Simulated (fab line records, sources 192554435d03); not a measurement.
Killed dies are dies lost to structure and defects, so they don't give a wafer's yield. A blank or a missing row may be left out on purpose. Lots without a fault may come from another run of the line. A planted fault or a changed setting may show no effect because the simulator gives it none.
Split-lot experiment | flow n5_finfet | 7 lots, 21 wafers read, on a route of 1938 steps

THE SPLIT
At N5_BEOL_M10_HM_DEP_02 (deposits TiN, target thk 20 nm), the setting target_thk_a was moved away from the recipe's 200 angstrom on 6 of the 21 wafers read, by -5.2% to +10.7%. The other wafers ran this setting at the recipe's value.

FROM THE SPLIT TO THE READING: what the file shows between them, 4 steps
- N5_BEOL_M10_COAT_59: time 60 s, resist thk 100 nm
- N5_BEOL_M10_COAT_60: time 60 s, resist thk 30 nm
- N5_BEOL_M10_STRIP_68: strips in N2/H2
- N5_BEOL_M10_STRIP_67: strips in CF4

THE READING
etch.depth_nm (the simulator's own value, which no gauge read), in nm, at N5_BEOL_M10_HM_OPEN_17 (chemistry Cl2/BCl3, target TiN, target depth 20 nm, overetch 6 nm). The file gives no usual value for it. The 15 wafers here that ran the recipe average 19.95 nm, standard deviation 0.12 nm.

wafer  | tool, chamber at the split | target_thk_a as run, angstrom | against the recipe | etch.depth_nm, nm | against lot-mates on the recipe
L075.1 | pvd_sputter-02, -          | 200                           | recipe             | 20.14             | -
L075.3 | pvd_sputter-02, -          | 200                           | recipe             | 19.83             | -
L075.4 | pvd_sputter-02, -          | 200                           | recipe             | 20.21             | -
L076.1 | pvd_sputter-03, -          | 217.3                         | +8.7%              | 21.6              | +1.67
L076.2 | pvd_sputter-03, -          | 200                           | recipe             | 19.93             | -
L076.6 | pvd_sputter-03, -          | 217.3                         | +8.7%              | 21.51             | +1.58
L083.1 | pvd_sputter-02, -          | 200                           | recipe             | 19.99             | -
L083.3 | pvd_sputter-02, -          | 200                           | recipe             | 19.91             | -
L083.4 | pvd_sputter-02, -          | 200                           | recipe             | 19.84             | -
L081.1 | pvd_sputter-02, -          | 200                           | recipe             | 19.95             | -
L081.3 | pvd_sputter-02, -          | 200                           | recipe             | 19.96             | -
L081.6 | pvd_sputter-02, -          | 189.5                         | -5.2%              | 18.92             | -1.03
L086.1 | pvd_sputter-01, -          | 200                           | recipe             | 19.83             | -
L086.3 | pvd_sputter-01, -          | 200                           | recipe             | 19.84             | -
L086.5 | pvd_sputter-01, -          | 200                           | recipe             | 19.9              | -
L095.2 | pvd_sputter-03, -          | 221.5                         | +10.7%             | 22.03             | +2.26
L095.5 | pvd_sputter-03, -          | 221.5                         | +10.7%             | 21.93             | +2.16
L095.6 | pvd_sputter-03, -          | 200                           | recipe             | 19.77             | -
L096.2 | pvd_sputter-03, -          | 200                           | recipe             | 20.04             | -
L096.3 | pvd_sputter-03, -          | 216.4                         | +8.2%              | 21.67             | +1.62
L096.6 | pvd_sputter-03, -          | 200                           | recipe             | 20.05             | -

THE FIT
A straight line over all 21 wafers: etch.depth_nm changes by +0.192 nm for each +1% of target_thk_a; r = +0.99; the points scatter about the line by 0.12 nm.
The same after taking each lot's own level away (the mean of its wafers on the recipe; 21 wafers): +0.199 nm for each +1%; r = +1.00; scatter 0.084 nm.
On that fit, the largest move of target_thk_a shifts the reading by 2.1 nm.
The lots' own levels span 19.770 to 20.060 nm, that is 2.4 times the standard deviation above.
So the lot-to-lot level changes the slope little: the two slopes agree.
Check: with one of the wafers moved furthest among these (+10.7%) left out of the fit, the line predicts +2.09 nm for it against its lot-mates. It came out at +2.26 nm against them.

OTHER SPLITS ON THESE WAFERS
These wafers also went through other splits before the reading. Each is held against what the fit with the lots' levels taken away leaves over:
other split on the same wafers       | wafers away from the commonest value | r with etch.depth_nm (lot level and that fit taken away)
N5_BEOL_M5_COAT_71 spin_rpm          | 10                                   | -0.49
N5_BEOL_M6_ILD_DEP_00 time_s         | 8                                    | -0.15
N5_BEOL_M6_TRENCH_ETCH_37 source_w   | 9                                    | -0.10
N5_BEOL_M7_ETCH_66 bias_w            | 7                                    | +0.04
N5_BEOL_M7_ETCH_41 source_w          | 7                                    | -0.18
N5_BEOL_M8_COAT_59 spin_rpm          | 6                                    | +0.24
N5_BEOL_M8_DEVELOP_10 develop_time_s | 8                                    | -0.14

THE WHOLE CHAIN: every reading that the file lists as answering this split, in the file's order
step                   | what it does                                                      | reading                                                                           | change (the file's fit)               | r (the file's)
N5_BEOL_M10_HM_DEP_02  | deposits TiN, target thk 20 nm                                    | TiN_of_BEOL_M10_HM_DEP_02.thk_nm (the simulator's own value, which no gauge read) | +0.196 nm for each +1% of the setting | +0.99
N5_BEOL_M10_HM_OPEN_17 | chemistry Cl2/BCl3, target TiN, target depth 20 nm, overetch 6 nm | etch.depth_nm (the simulator's own value, which no gauge read)                    | +0.198 nm for each +1% of the setting | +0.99

THE FILE'S OWN FIT
etch.depth_nm changes by +0.198 nm for each +1% of target_thk_a, r = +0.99.
